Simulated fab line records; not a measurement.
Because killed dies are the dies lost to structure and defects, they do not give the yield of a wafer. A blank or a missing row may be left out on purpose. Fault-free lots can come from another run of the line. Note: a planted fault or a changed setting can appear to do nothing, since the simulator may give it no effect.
fab line records    flow n5Finfet
record: lots: 7  wafers: 39
route steps=1938 shown WELL_APT@26 GATE_CUT@477 MOL_CONTACT_COAG@542 BEOL_M1@822 BEOL_M2@890 BEOL_M4@1082 BEOL_M5@1181 BEOL_M7@1308 BEOL_M10@1512 BEOL_M14@1716 MIM_TOP_LITHO@1845 TV_OPEN@1890 PASSIVATION@1936
startH: hours from the record's opening day to when the first of the lot's shown wafers began    waitH: hours since the lot's step before    " the same as in the row above    L1.1+2: one row covering several wafers at once    - value missing, or start not given    * or withheld: withheld    < > ~ a bound
route shown NAME@n: NAME is a module with steps in the file, n the number in the route of the first one    usual: the fault-free wafers' mean and standard deviation    same: alike in all rows    chamber/n: place in a boat    sites: readings site by site    _std_site: their standard deviation    _edge_site: outer sites' mean less inner sites'    radiusMm: for every site, how far away it sits from the centre of the wafer    mask NAME#n: copy n    behind: the last tool/chamber to shape the wafer    hold: the reason the lot was held/the length of the hold in hours/how it ended    device: which transistor (n, p or np) failed to switch    end of line: the route-end tests of the same wafers    where a step has no rows: the recipe by itself    killed: dies that structure and defects cost at the first sort, which is not the same as the wafer's yield    map: a wafer's dies, marking killed ones x, the rest . and places with no die _
set.NAME: the setting the step ran with; set.NAME@STEP: the setting that earlier step ran with    model.NAME: the simulator's own value behind a step, which no gauge read
lots run with intentionally changed settings; tables by step, rows by wafer
== steps ==
step: N5_WELL_APT_DEVELOP_07
recipe: developTimeS: 45  rinseLiquid: surfactantRinse  dry: airSpin  devTempC: 21
step: N5_GATE_CUT_HM_DEP_46
recipe: material: SiO2  targetThkA: 1300  tempC: 400  precursor: TEOS/O2  pressureTorr: 6.5  rfW: 900  teosFlowSccm: 161.4  gas: O2  flowSccm: 2650  timeS: 26.6
step: N5_MOL_CONTACT_COAG_PRECLEAN_111
recipe: chemistry: NF3:NH3  afsCycles: 1  tempC: 30  timeS: 20  sublimationTempC: 180  sublimationTimeS: 60  pressureTorr: 3  rfPowerW: 30
step: N5_BEOL_M1_SPUTTER_88
recipe: material: Cu  targetThkA: 45  tempC: -20  chamberPressurePa: 0.07  powerW: withheld  timeS: 8.29
step: N5_BEOL_M2_TRENCH_ETCH_37
recipe: chemistry: C4F6/O2  targetDepthA: 555.55  target: SiOC  timeS: 29.2  ionEnergyEv: 250  pressureMtorr: 30  sourceW: 355  biasW: 185  Ar_flow_sccm: 300  C4F6_flow_sccm: 10  O2_flow_sccm: 10
step: N5_BEOL_M4_SURFACE_TREAT_85
recipe: gas: Ar  timeS: *  ionEnergyEv: *  ionCurrentMaCm2: 0.5  pressureMtorr: *  arFlowSccm: 30
step: N5_BEOL_M5_SPUTTER_88
recipe: material: Cu  targetThkA: 150  tempC: -20  chamberPressurePa: 0.07  powerW: withheld  timeS: 27.62
step: N5_BEOL_M7_TRENCH_ETCH_37
recipe: chemistry: C4F6/O2  targetDepthA: 934.78  target: SiCOH_lowk  timeS: 31.2  ionEnergyEv: 250  pressureMtorr: 30  sourceW: 345  biasW: 185  Ar_flow_sccm: 300  C4F6_flow_sccm: 10  O2_flow_sccm: 10
step: N5_BEOL_M10_TRENCH_ETCH_37
recipe: chemistry: C4F6/O2  targetDepthA: 1488.3  target: SiCOH_lowk  timeS: 48  ionEnergyEv: 250  pressureMtorr: 30  sourceW: 345  biasW: 185  Ar_flow_sccm: 300  C4F6_flow_sccm: 10  O2_flow_sccm: 10
step: N5_BEOL_M14_ILD_DEP_00
recipe: material: SiO2  targetThkA: 11193  tempC: 400  precursor: TEOS/O2  pressureTorr: 6.5  rfW: 900  teosFlowSccm: 161.4  gas: O2  flowSccm: 2650  timeS: 237.4
step: N5_MIM_TOP_LITHO_DEVELOP_07
recipe: developTimeS: 60  rinseLiquid: diw  dry: airSpin  devTempC: 21
step: N5_PASSIVATION_ETCH_15
recipe: chemistry: CF4/N2  target: SiCN  targetDepthA: 750  taperDeg: 2  timeS: 81.2  ionEnergyEv: 150  maskMaterial: SiNx  pressureMtorr: 40  sourceW: 430  biasW: 70  Ar_flow_sccm: 100  cf4FlowSccm: 60  n2FlowSccm: 60
step: N5_PASSIVATION_PROBE_49
usual: killed_at_M0_to_M3: 35/11
lot.wafer  tool       chamber  startH  waitH  set.developTimeS@WELL_APT_DEVELOP_07  set.targetThkA@GATE_CUT_HM_DEP_46  set.timeS@MOL_CONTACT_COAG_PRECLEAN_111  set.timeS@BEOL_M1_SPUTTER_88  set.targetDepthA@BEOL_M2_TRENCH_ETCH_37  set.timeS@BEOL_M4_SURFACE_TREAT_85  set.timeS@BEOL_M5_SPUTTER_88  set.targetDepthA@BEOL_M7_TRENCH_ETCH_37  set.targetDepthA@BEOL_M10_TRENCH_ETCH_37  set.timeS@BEOL_M14_ILD_DEP_00  set.developTimeS@MIM_TOP_LITHO_DEVELOP_07  set.targetDepthA@PASSIVATION_ETCH_15  killed_at_M0_to_M3
L078.1     prober-01  -        298.10  0.0    28.77                                 1300                               29.73                                    6.225                         555.55                                   *                                   40.34                         1283                                     1488.3                                    237.4                          60                                         569.5                                 43
L078.2     prober-01  -        298.15  0.1    45                                    1300                               20                                       6.225                         379.7                                    *                                   27.62                         1283                                     1488.3                                    237.4                          90.26                                      569.5                                 125
L078.3     prober-01  -        298.20  0.1    45                                    1300                               29.73                                    8.29                          379.7                                    *                                   27.62                         934.78                                   1488.3                                    108.5                          90.26                                      750                                   166
L078.4     prober-01  -        298.25  0.2    45                                    1300                               20                                       8.29                          555.55                                   *                                   40.34                         934.78                                   1488.3                                    237.4                          60                                         750                                   30
L078.5     prober-01  -        298.30  0.2    28.77                                 1300                               29.73                                    6.225                         555.55                                   *                                   27.62                         934.78                                   1488.3                                    108.5                          60                                         569.5                                 39
L078.6     prober-01  -        298.35  0.3    28.77                                 1300                               20                                       8.29                          379.7                                    *                                   40.34                         1283                                     1488.3                                    108.5                          90.26                                      750                                   292
L080.1     prober-01  -        309.91  0.0    23.54                                 1300                               20                                       8.29                          316.7                                    *                                   27.62                         934.78                                   1488.3                                    316.9                          60                                         750                                   796
L080.2     prober-01  -        309.96  0.1    45                                    1300                               29.2                                     8.29                          555.55                                   *                                   23.4                          635.8                                    1488.3                                    316.9                          60                                         989.3                                 25
L080.3     prober-01  -        310.01  0.1    23.54                                 1300                               29.2                                     8.29                          555.55                                   *                                   23.4                          934.78                                   1488.3                                    237.4                          60                                         989.3                                 26
L080.4     prober-01  -        310.06  0.2    45                                    1300                               29.2                                     8.29                          316.7                                    *                                   27.62                         934.78                                   1488.3                                    316.9                          60                                         750                                   870
L080.5     prober-01  -        310.11  0.2    45                                    1300                               20                                       8.29                          555.55                                   *                                   27.62                         635.8                                    1488.3                                    237.4                          60                                         989.3                                 24
L080.6     prober-01  -        310.16  0.3    23.54                                 1300                               20                                       8.29                          316.7                                    *                                   23.4                          635.8                                    1488.3                                    237.4                          60                                         750                                   1070
L082.1     prober-01  -        319.35  0.0    45                                    920.8                              20                                       8.29                          240.6                                    *                                   27.62                         934.78                                   1488.3                                    317.4                          60                                         750                                   1120
L082.2     prober-01  -        319.40  0.1    45                                    1300                               20                                       8.29                          555.55                                   *                                   17.2                          934.78                                   2077                                      237.4                          60                                         750                                   20
L082.3     prober-01  -        319.45  0.1    45                                    1300                               26.98                                    6.851                         555.55                                   *                                   27.62                         934.78                                   2077                                      237.4                          83.16                                      750                                   35
L082.4     prober-01  -        319.50  0.2    45                                    920.8                              26.98                                    8.29                          555.55                                   *                                   27.62                         934.78                                   1488.3                                    317.4                          83.16                                      750                                   52
L082.5     prober-01  -        319.55  0.2    45                                    920.8                              20                                       6.851                         240.6                                    *                                   17.2                          934.78                                   1488.3                                    237.4                          60                                         750                                   1106
L082.6     prober-01  -        319.60  0.3    45                                    1300                               26.98                                    6.851                         240.6                                    *                                   17.2                          934.78                                   2077                                      317.4                          83.16                                      750                                   1106
L086.1     prober-02  -        339.91  0.0    45                                    1563                               20                                       8.29                          881.2                                    *                                   27.62                         716.8                                    1488.3                                    153.7                          60                                         433.7                                 43
L086.2     prober-02  -        339.96  0.1    45                                    1300                               15.97                                    8.29                          555.55                                   *                                   27.62                         716.8                                    1488.3                                    237.4                          25.58                                      433.7                                 46
L086.3     prober-02  -        340.01  0.1    45                                    1563                               15.97                                    8.29                          881.2                                    *                                   34.18                         716.8                                    2171                                      153.7                          25.58                                      750                                   32
L086.4     prober-02  -        340.06  0.2    33.54                                 1563                               15.97                                    8.29                          555.55                                   *                                   34.18                         934.78                                   1488.3                                    153.7                          60                                         750                                   44
L086.5     prober-02  -        340.11  0.2    33.54                                 1300                               20                                       8.29                          881.2                                    *                                   27.62                         934.78                                   2171                                      237.4                          25.58                                      433.7                                 30
L086.6     prober-02  -        340.16  0.3    33.54                                 1300                               20                                       8.29                          555.55                                   *                                   34.18                         934.78                                   2171                                      237.4                          60                                         750                                   23
L089.2     prober-01  -        349.18  0.1    45                                    1300                               20                                       8.29                          555.55                                   *                                   27.62                         934.78                                   1488.3                                    237.4                          60                                         750                                   28
L089.3     prober-01  -        349.23  0.1    45                                    1300                               20                                       8.29                          555.55                                   *                                   27.62                         934.78                                   1488.3                                    237.4                          60                                         750                                   18
L089.6     prober-01  -        349.38  0.3    45                                    1300                               20                                       8.29                          555.55                                   *                                   27.62                         934.78                                   1488.3                                    237.4                          60                                         750                                   59
L085.1     prober-01  -        351.10  0.0    45                                    1300                               20                                       10.95                         555.55                                   *                                   27.62                         1347                                     1488.3                                    374.4                          60                                         1161                                  23
L085.2     prober-01  -        351.15  0.1    62.18                                 1555                               20                                       10.95                         555.55                                   *                                   27.62                         1347                                     1077                                      237.4                          73.38                                      750                                   54
L085.3     prober-01  -        351.20  0.1    45                                    1555                               20                                       8.29                          555.55                                   *                                   27.62                         934.78                                   1077                                      374.4                          60                                         1161                                  36
L085.4     prober-01  -        351.25  0.2    45                                    1300                               20                                       10.95                         555.55                                   *                                   32.38                         934.78                                   1488.3                                    237.4                          73.38                                      1161                                  36
L085.5     prober-01  -        351.30  0.2    62.18                                 1300                               20                                       8.29                          555.55                                   *                                   32.38                         1347                                     1488.3                                    237.4                          60                                         750                                   42
L085.6     prober-01  -        351.35  0.3    62.18                                 1555                               20                                       8.29                          555.55                                   *                                   32.38                         934.78                                   1077                                      374.4                          73.38                                      750                                   35
L092.1     prober-01  -        379.25  0.0    22.07                                 1300                               20                                       8.29                          469.7                                    *                                   27.62                         934.78                                   2127                                      104                            60                                         750                                   43
L092.2     prober-01  -        379.30  0.1    22.07                                 1300                               31.99                                    8.29                          555.55                                   *                                   27.62                         934.78                                   1488.3                                    104                            60                                         404.8                                 24
L092.3     prober-01  -        379.35  0.1    45                                    758.4                              31.99                                    8.29                          469.7                                    *                                   27.62                         934.78                                   2127                                      237.4                          60                                         404.8                                 29
L092.4     prober-01  -        379.40  0.2    22.07                                 758.4                              20                                       8.29                          555.55                                   *                                   27.62                         934.78                                   1488.3                                    237.4                          60                                         750                                   11
L092.5     prober-01  -        379.45  0.2    45                                    758.4                              31.99                                    8.29                          469.7                                    *                                   27.62                         934.78                                   1488.3                                    237.4                          60                                         750                                   33
L092.6     prober-01  -        379.50  0.3    45                                    1300                               20                                       8.29                          555.55                                   *                                   27.62                         934.78                                   2127                                      104                            60                                         404.8                                 25
killed by level:class
L078.1 TV_OPEN:areaEtch=1042 MOL_CONTACT_COAG:geometricParticle:open=11 BEOL_M0_SAQP:geometricParticle:short=10 BEOL_M2:geometricParticle:open=10 BEOL_M3:geometricParticle:open=10 BEOL_M1:geometricParticle:open=8 BEOL_M4:geometricParticle:open=7 FIN_SAQP:geometricParticle:short=6
L078.2 TV_OPEN:areaEtch=879 BEOL_M2:areaEcd=78 MOL_CONTACT_COAG:geometricParticle:open=19 BEOL_M0_SAQP:geometricParticle:short=13 BEOL_M3:geometricParticle:open=9 BEOL_M2:geometricParticle:open=7 BEOL_M0_SAQP:geometricParticle:open=5 FIN_SAQP:geometricParticle:short=4
L078.3 BEOL_M14:areaDep=948 BEOL_M2:areaEcd=133 MOL_CONTACT_COAG:geometricParticle:open=14 BEOL_M3:geometricParticle:open=12 MOL_CONTACT_COAG:geometricParticle:short=8 GATE_CUT:geometricParticle:short=6 BEOL_M2:geometricParticle:open=6 BEOL_M0_SAQP:geometricParticle:short=4
L078.4 MOL_CONTACT_COAG:geometricParticle:open=14 FIN_SAQP:geometricParticle:short=13 MOL_CONTACT_COAG:geometricParticle:short=13 BEOL_M0_SAQP:geometricParticle:short=11 FIN_SAQP:geometricParticle:open=8 BEOL_M0_SAQP:geometricParticle:open=8 STI_FIN_REVEAL:geometricParticle:open=4 GATE_CUT:geometricParticle:short=4
L078.5 BEOL_M14:areaDep=1070 TV_OPEN:areaEtch=16 BEOL_M0_SAQP:geometricParticle:short=11 STI_FIN_REVEAL:geometricParticle:open=8 MOL_CONTACT_COAG:geometricParticle:open=7 BEOL_M2:geometricParticle:open=7 BEOL_M0_SAQP:geometricParticle:open=6 BEOL_M1:geometricParticle:open=6
L078.6 BEOL_M14:areaDep=815 BEOL_M2:areaEcd=264 MOL_CONTACT_COAG:geometricParticle:open=18 BEOL_M0_SAQP:geometricParticle:short=8 FIN_SAQP:geometricParticle:open=7 BEOL_M2:geometricParticle:open=6 BEOL_M4:geometricParticle:short=5 ILD0:geometricParticle:open=4
L080.1 BEOL_M2:areaEcd=757 MOL_CONTACT_COAG:geometricParticle:open=9 BEOL_M3:geometricParticle:open=7 BEOL_M1:geometricParticle:open=6 BEOL_M2:geometricParticle:open=6 BEOL_M5:geometricParticle:open=6 BEOL_M0_SAQP:geometricParticle:open=5 BEOL_M0_SAQP:geometricParticle:short=5
L080.2 MOL_CONTACT_COAG:geometricParticle:open=13 BEOL_M7:areaEcd=13 FIN_SAQP:geometricParticle:open=10 BEOL_M3:geometricParticle:open=10 FIN_SAQP:geometricParticle:short=6 STI_FIN_REVEAL:geometricParticle:open=6 BEOL_M2:geometricParticle:open=5 GATE_CUT:geometricParticle:short=4
L080.3 FIN_SAQP:geometricParticle:short=20 FIN_SAQP:geometricParticle:open=16 BEOL_M0_SAQP:geometricParticle:open=10 STARTING-WAFER:geometricParticle:short=8 BEOL_M0_SAQP:geometricParticle:short=7 STARTING-WAFER:geometricParticle:open=7 MOL_CONTACT_COAG:geometricParticle:open=6 BEOL_M4:geometricParticle:open=5
L080.4 BEOL_M2:areaEcd=833 MOL_CONTACT_COAG:geometricParticle:open=10 BEOL_M0_SAQP:geometricParticle:short=9 BEOL_M4:geometricParticle:open=9 FIN_SAQP:geometricParticle:short=7 BEOL_M2:geometricParticle:open=6 BEOL_M3:geometricParticle:open=6 DUMMY_GATE:geometricParticle:open=5
L080.5 BEOL_M7:areaEcd=27 FIN_SAQP:geometricParticle:short=13 BEOL_M0_SAQP:geometricParticle:open=12 FIN_SAQP:geometricParticle:open=10 MOL_CONTACT_COAG:geometricParticle:open=10 BEOL_M3:geometricParticle:open=4 BEOL_M1:geometricParticle:open=3 BEOL_M3:geometricParticle:short=3
L080.6 BEOL_M2:areaEcd=1045 BEOL_M3:geometricParticle:open=11 MOL_CONTACT_COAG:geometricParticle:open=11 STI_FIN_REVEAL:geometricParticle:open=8 FIN_SAQP:geometricParticle:open=5 FIN_SAQP:geometricParticle:short=5 BEOL_M1:geometricParticle:open=5 BEOL_M4:geometricParticle:open=5
L082.1 BEOL_M2:areaEcd=1083 BEOL_M4:geometricParticle:open=14 BEOL_M0_SAQP:geometricParticle:short=9 BEOL_M3:geometricParticle:open=8 MOL_CONTACT_COAG:geometricParticle:open=6 BEOL_M1:geometricParticle:open=6 FIN_SAQP:geometricParticle:short=5 BEOL_M0_SAQP:geometricParticle:open=5
L082.2 MOL_CONTACT_COAG:geometricParticle:open=11 DUMMY_GATE:geometricParticle:open=5 BEOL_M0_SAQP:geometricParticle:short=5 STI_FIN_REVEAL:geometricParticle:open=4 BEOL_M0_SAQP:geometricParticle:open=4 FIN_SAQP:geometricParticle:short=3 BEOL_M4:geometricParticle:short=3 BEOL_M5:interfaceVoidOpened=3
L082.3 BEOL_M1:geometricParticle:short=12 MOL_CONTACT_COAG:geometricParticle:open=11 STI_FIN_REVEAL:geometricParticle:open=8 GATE_CUT:geometricParticle:short=6 BEOL_M0_SAQP:geometricParticle:open=6 DUMMY_GATE:geometricParticle:open=5 BEOL_M3:geometricParticle:open=5 BEOL_M4:geometricParticle:open=5
L082.4 BEOL_M3:geometricParticle:open=15 FIN_SAQP:geometricParticle:open=13 STI_FIN_REVEAL:geometricParticle:open=11 FIN_SAQP:geometricParticle:short=10 BEOL_M0_SAQP:geometricParticle:open=10 BEOL_M0_SAQP:geometricParticle:short=7 BEOL_M1:geometricParticle:open=6 BEOL_M3:geometricParticle:short=5
L082.5 BEOL_M2:areaEcd=1080 MOL_CONTACT_COAG:geometricParticle:open=17 FIN_SAQP:geometricParticle:open=11 BEOL_M4:geometricParticle:open=9 FIN_SAQP:geometricParticle:short=7 BEOL_M3:geometricParticle:open=7 BEOL_M0_SAQP:geometricParticle:open=6 GATE_CUT:geometricParticle:short=5
L082.6 BEOL_M2:areaEcd=1080 STI_FIN_REVEAL:geometricParticle:open=10 MOL_CONTACT_COAG:geometricParticle:open=10 BEOL_M4:geometricParticle:open=9 FIN_SAQP:geometricParticle:short=8 DUMMY_GATE:geometricParticle:open=7 ILD0:geometricParticle:short=5 BEOL_M0_SAQP:geometricParticle:open=5
L086.1 TV_OPEN:areaEtch=1060 STI_FIN_REVEAL:geometricParticle:open=14 BEOL_M0_SAQP:geometricParticle:short=13 BEOL_M0_SAQP:geometricParticle:open=13 BEOL_M4:geometricParticle:open=10 MOL_CONTACT_COAG:geometricParticle:open=9 FIN_SAQP:geometricParticle:open=6 DUMMY_GATE:geometricParticle:open=5
L086.2 TV_OPEN:areaEtch=1065 STI_FIN_REVEAL:geometricParticle:open=12 BEOL_M2:geometricParticle:open=12 BEOL_M1:geometricParticle:open=9 BEOL_M4:geometricParticle:open=9 MOL_CONTACT_COAG:geometricParticle:open=7 BEOL_M0_SAQP:geometricParticle:short=7 BEOL_M0_SAQP:geometricParticle:open=7
L086.3 BEOL_M0_SAQP:geometricParticle:short=10 MOL_CONTACT_COAG:geometricParticle:open=9 STI_FIN_REVEAL:geometricParticle:open=8 ILD0:geometricParticle:short=6 BEOL_M5:geometricParticle:open=6 DUMMY_GATE:geometricParticle:open=5 GATE_CUT:geometricParticle:short=5 BEOL_M0_SAQP:geometricParticle:open=5
L086.4 BEOL_M0_SAQP:geometricParticle:short=20 MOL_CONTACT_COAG:geometricParticle:open=17 BEOL_M0_SAQP:geometricParticle:open=9 BEOL_M3:geometricParticle:open=8 STI_FIN_REVEAL:geometricParticle:open=5 ILD0:geometricParticle:short=5 GATE_CUT:geometricParticle:short=5 DUMMY_GATE:geometricParticle:open=4
L086.5 TV_OPEN:areaEtch=1080 BEOL_M0_SAQP:geometricParticle:short=10 BEOL_M4:geometricParticle:open=9 BEOL_M0_SAQP:geometricParticle:open=9 ILD0:geometricParticle:short=8 STI_FIN_REVEAL:geometricParticle:open=6 ILD0:geometricParticle:open=5 GATE_CUT:geometricParticle:short=4
L086.6 STI_FIN_REVEAL:geometricParticle:open=14 MOL_CONTACT_COAG:geometricParticle:open=9 FIN_SAQP:geometricParticle:open=8 ILD0:geometricParticle:short=6 GATE_CUT:geometricParticle:short=6 BEOL_M0_SAQP:geometricParticle:open=5 BEOL_M1:geometricParticle:open=5 FIN_SAQP:geometricParticle:short=4
L089.2 MOL_CONTACT_COAG:geometricParticle:open=15 STI_FIN_REVEAL:geometricParticle:open=14 BEOL_M0_SAQP:geometricParticle:short=9 FIN_SAQP:geometricParticle:open=7 FIN_SAQP:geometricParticle:short=5 BEOL_M0_SAQP:geometricParticle:open=5 BEOL_M4:geometricParticle:open=5 BEOL_M2:geometricParticle:open=4
L089.3 FIN_SAQP:geometricParticle:short=14 FIN_SAQP:geometricParticle:open=10 MOL_CONTACT_COAG:geometricParticle:open=9 BEOL_M3:geometricParticle:open=7 GATE_CUT:geometricParticle:open=6 BEOL_M0_SAQP:geometricParticle:open=6 GATE_CUT:geometricParticle:short=3 BEOL_M4:geometricParticle:open=3
L089.6 BEOL_M0_SAQP:geometricParticle:short=19 BEOL_M1:geometricParticle:open=11 BEOL_M0_SAQP:geometricParticle:open=9 STI_FIN_REVEAL:geometricParticle:open=7 BEOL_M4:geometricParticle:open=7 FIN_SAQP:geometricParticle:short=6 BEOL_M1:geometricParticle:short=6 BEOL_M3:geometricParticle:open=6
L085.1 FIN_SAQP:geometricParticle:open=10 FIN_SAQP:geometricParticle:short=10 BEOL_M0_SAQP:geometricParticle:open=10 GATE_CUT:geometricParticle:short=8 BEOL_M4:geometricParticle:open=8 STI_FIN_REVEAL:geometricParticle:open=6 GATE_CUT:geometricParticle:open=6 BEOL_M7:areaEtch=6
L085.2 BEOL_M7:areaEtch=57 FIN_SAQP:geometricParticle:short=16 BEOL_M0_SAQP:geometricParticle:open=15 BEOL_M2:geometricParticle:open=15 FIN_SAQP:geometricParticle:open=10 BEOL_M1:geometricParticle:open=9 STI_FIN_REVEAL:geometricParticle:open=7 BEOL_M0_SAQP:geometricParticle:short=5
L085.3 FIN_SAQP:geometricParticle:open=12 STI_FIN_REVEAL:geometricParticle:open=9 BEOL_M0_SAQP:geometricParticle:open=9 BEOL_M2:geometricParticle:open=9 FIN_SAQP:geometricParticle:short=8 MIM_BOT:geometricParticle:open=6 MOL_CONTACT_COAG:geometricParticle:open=5 BEOL_M2:geometricParticle:short=5
L085.4 FIN_SAQP:geometricParticle:open=11 STI_FIN_REVEAL:geometricParticle:open=10 MOL_CONTACT_COAG:geometricParticle:open=9 FIN_SAQP:geometricParticle:short=8 BEOL_M2:geometricParticle:open=8 BEOL_M0:geometricParticle:open=7 GATE_CUT:geometricParticle:short=5 BEOL_M1:geometricParticle:open=5
L085.5 FIN_SAQP:geometricParticle:short=14 FIN_SAQP:geometricParticle:open=11 STI_FIN_REVEAL:geometricParticle:open=11 BEOL_M2:geometricParticle:open=10 BEOL_M7:areaEtch=10 BEOL_M0_SAQP:geometricParticle:open=6 BEOL_M0_SAQP:geometricParticle:short=6 BEOL_M4:geometricParticle:open=6
L085.6 FIN_SAQP:geometricParticle:open=15 STI_FIN_REVEAL:geometricParticle:open=13 FIN_SAQP:geometricParticle:short=11 BEOL_M2:geometricParticle:open=10 BEOL_M4:geometricParticle:open=9 BEOL_M1:geometricParticle:open=8 BEOL_M0_SAQP:geometricParticle:short=6 BEOL_M2:geometricParticle:short=6
L092.1 BEOL_M14:areaDep=1088 BEOL_M0_SAQP:geometricParticle:open=15 BEOL_M0_SAQP:geometricParticle:short=14 STI_FIN_REVEAL:geometricParticle:open=8 BEOL_M4:geometricParticle:open=8 BEOL_M3:geometricParticle:open=5 STARTING-WAFER:geometricParticle:open=4 FIN_SAQP:geometricParticle:short=3
L092.2 BEOL_M14:areaDep=1079 STI_FIN_REVEAL:geometricParticle:open=28 MOL_CONTACT_COAG:geometricParticle:open=8 BEOL_M0_SAQP:geometricParticle:open=6 BEOL_M2:geometricParticle:open=6 BEOL_M4:geometricParticle:short=6 FIN_SAQP:geometricParticle:open=5 STI_FIN_REVEAL:geometricParticle:short=5
L092.3 TV_OPEN:areaEtch=1079 STI_FIN_REVEAL:geometricParticle:open=17 DUMMY_GATE:geometricParticle:open=8 BEOL_M2:geometricParticle:open=8 MOL_CONTACT_COAG:geometricParticle:open=7 BEOL_M1:geometricParticle:open=6 BEOL_M3:geometricParticle:open=6 STI_FIN_REVEAL:geometricParticle:short=4
L092.4 MOL_CONTACT_COAG:geometricParticle:open=12 DUMMY_GATE:geometricParticle:open=8 FIN_SAQP:geometricParticle:open=7 STI_FIN_REVEAL:geometricParticle:open=6 BEOL_M11:geometricParticle:open=4 BEOL_M0_SAQP:geometricParticle:short=3 BEOL_M0:geometricParticle:open=3 BEOL_M4:geometricParticle:open=3
L092.5 STI_FIN_REVEAL:geometricParticle:open=16 BEOL_M2:geometricParticle:open=10 FIN_SAQP:geometricParticle:open=6 DUMMY_GATE:geometricParticle:open=6 GATE_CUT:geometricParticle:short=6 MOL_CONTACT_COAG:geometricParticle:open=6 BEOL_M1:geometricParticle:open=6 BEOL_M3:geometricParticle:open=5
L092.6 BEOL_M14:areaDep=1085 STI_FIN_REVEAL:geometricParticle:open=11 MOL_CONTACT_COAG:geometricParticle:open=10 FIN_SAQP:geometricParticle:open=8 BEOL_M2:geometricParticle:open=6 BEOL_M7:geometricParticle:open=5 BEOL_M0_SAQP:geometricParticle:open=4 BEOL_M3:geometricParticle:open=4
== key ==
split: step: N5_WELL_APT_DEVELOP_07  setting: developTimeS  statedAs: 45
response none clear
split: step: N5_GATE_CUT_HM_DEP_46  setting: targetThkA  statedAs: 1300
response none clear
split: step: N5_MOL_CONTACT_COAG_PRECLEAN_111  setting: timeS  statedAs: 20
response none clear
split: step: N5_BEOL_M1_SPUTTER_88  setting: timeS  statedAs: 8.29
response none clear
split: step: N5_BEOL_M2_TRENCH_ETCH_37  setting: targetDepthA  statedAs: 555.55
response: step: N5_PASSIVATION_PROBE_49  reading: killed_at_M0_to_M3  slope: -10.7  per: 1%  togetherWith: all  explained: 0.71
split: step: N5_BEOL_M4_SURFACE_TREAT_85  setting: timeS  statedAs: *
response none clear
split: step: N5_BEOL_M5_SPUTTER_88  setting: timeS  statedAs: 27.62
response none clear
split: step: N5_BEOL_M7_TRENCH_ETCH_37  setting: targetDepthA  statedAs: 934.78
response none clear
split: step: N5_BEOL_M10_TRENCH_ETCH_37  setting: targetDepthA  statedAs: 1488.3
response none clear
split: step: N5_BEOL_M14_ILD_DEP_00  setting: timeS  statedAs: 237.4
response none clear
split: step: N5_MIM_TOP_LITHO_DEVELOP_07  setting: developTimeS  statedAs: 60
response none clear
split: step: N5_PASSIVATION_ETCH_15  setting: targetDepthA  statedAs: 750
response none clear
